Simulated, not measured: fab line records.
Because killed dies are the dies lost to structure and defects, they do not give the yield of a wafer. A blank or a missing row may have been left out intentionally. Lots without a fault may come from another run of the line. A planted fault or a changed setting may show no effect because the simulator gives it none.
Problem report, 8D (eight disciplines) form, completed by code || flow n5_finfet || the parts of the form that need people (team, actions taken, sign-off) are left out

1. THE ISSUE
killed_at_M4_up at N5_PASSIVATION_PROBE_49 reads a mean of 112 on 6 wafers of 2 lots; wafers without a fault read 13 with a standard deviation of 5.2. Measured from the usual mean, that is +19 standard deviations.
Seen first at day 16 08:00 on prober-01, wafer L427.2. The record holds 9 wafers of 3 lots with a number at this step. The rule behind "out" and "out of limits": a value lying over 4 standard deviations away from the usual mean. All remaining wafers that have a number are taken as sound.

2. WHAT IT IS, WHAT IT ISN'T
{"question": "which readings at this step", "is": "killed_at_M4_up", "is not": "killed_at_M0_to_M3, killed_at_contacts, killed_at_front_end, killed_at_other, sort_bin_4_leakage, sort_bin_6_memory"}
{"question": "which lots", "is": "L427, L431", "is not": "L426"}
{"question": "which wafers of those lots", "is": "all that have a number", "is not": "-"}
{"question": "read on which tools", "is": "prober-01", "is not": "prober-02"}
{"question": "when", "is": "from day 16 08:00", "is not": "up to then (3 sound wafers)"}

3. THE SUSPECTS, EACH WITH WHAT RULES IT OUT
Counting: a tool at any process step up to the reading remains a suspect when it ran all the lots that are out and ran no sound lot after the first of those.
- wet_bench-04 at N5_BEOL_M10_PRECLEAN_42 (cleans in residue remover, time 60 s): kept. It ran every lot that is out, first L427 (day 13 15:24), and no sound lot after that.
- prober-01 at N5_PASSIVATION_PROBE_49: kept. It ran every lot that is out, first L427 (day 16 08:00), and no sound lot after that. On those wafers its own readings are out: killed_at_M4_up.
What counting leaves: wet_bench-04 at N5_BEOL_M10_PRECLEAN_42 and prober-01 at N5_PASSIVATION_PROBE_49.

4. THE CAUSE (what the simulator had put in)
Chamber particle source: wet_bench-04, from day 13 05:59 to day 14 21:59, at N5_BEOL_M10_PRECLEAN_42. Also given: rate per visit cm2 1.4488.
This tool is one of the 2 suspects left after counting.

5. SEQUENCE OF EFFECTS, ordered by route
Each row: a reading where the mean over the struck wafers with a number is more than 3 standard deviations away from the usual. Readings are gone through only where the record gives a usual standard deviation; hours: the median, over the lots, of the time from a lot's start at the first step in this table giving one to that lot's start at this step; sigmas: the change measured in usual standard deviations.
{"hours": 0, "step": "N5_PASSIVATION_PROBE_49", "reading": "defect_limited_yield", "usual": "91.3 %", "on struck wafers": 84.1, "change": -7.2, "sigmas": -5.2}
{"hours": 0, "step": "N5_PASSIVATION_PROBE_49", "reading": "killed_at_M4_up", "usual": 13, "on struck wafers": 112, "change": "+99", "sigmas": "+19"}
{"hours": 0, "step": "N5_PASSIVATION_PROBE_49", "reading": "killed_dies", "usual": 103, "on struck wafers": 188, "change": "+85", "sigmas": "+5.0"}
{"hours": 0, "step": "N5_PASSIVATION_PROBE_49", "reading": "killed_on_rim", "usual": 13, "on struck wafers": 30, "change": "+17", "sigmas": "+4.6"}
{"hours": 0, "step": "N5_PASSIVATION_PROBE_49", "reading": "sort_bin_5_function", "usual": "5.2 %", "on struck wafers": 9.7, "change": "+4.5", "sigmas": "+5.0"}
{"hours": 0, "step": "N5_PASSIVATION_PROBE_49", "reading": "sort_n_pass", "usual": 1077, "on struck wafers": 992, "change": -85, "sigmas": -5.0}
{"hours": 0, "step": "N5_PASSIVATION_PROBE_49", "reading": "sort_yield_pct", "usual": "91.3 %", "on struck wafers": 84.1, "change": -7.2, "sigmas": -5.2}
Process steps it contains:
- N5_PASSIVATION_PROBE_49

6. WHAT WOULD HAVE CAUGHT IT SOONER
First out-of-limits reading in this record: day 16 08:00, which is 74 hours after fault onset at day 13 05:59.
No tool reading at N5_BEOL_M10_PRECLEAN_42 that has a usual standard deviation in the record was out on any struck wafer, so an alarm limit of 4 standard deviations on those readings would not have fired.
All the lots that are out (2) had begun N5_BEOL_M10_PRECLEAN_42 on wet_bench-04 by day 16 08:00. Had the tool been put on hold then, not one of them would have been saved.
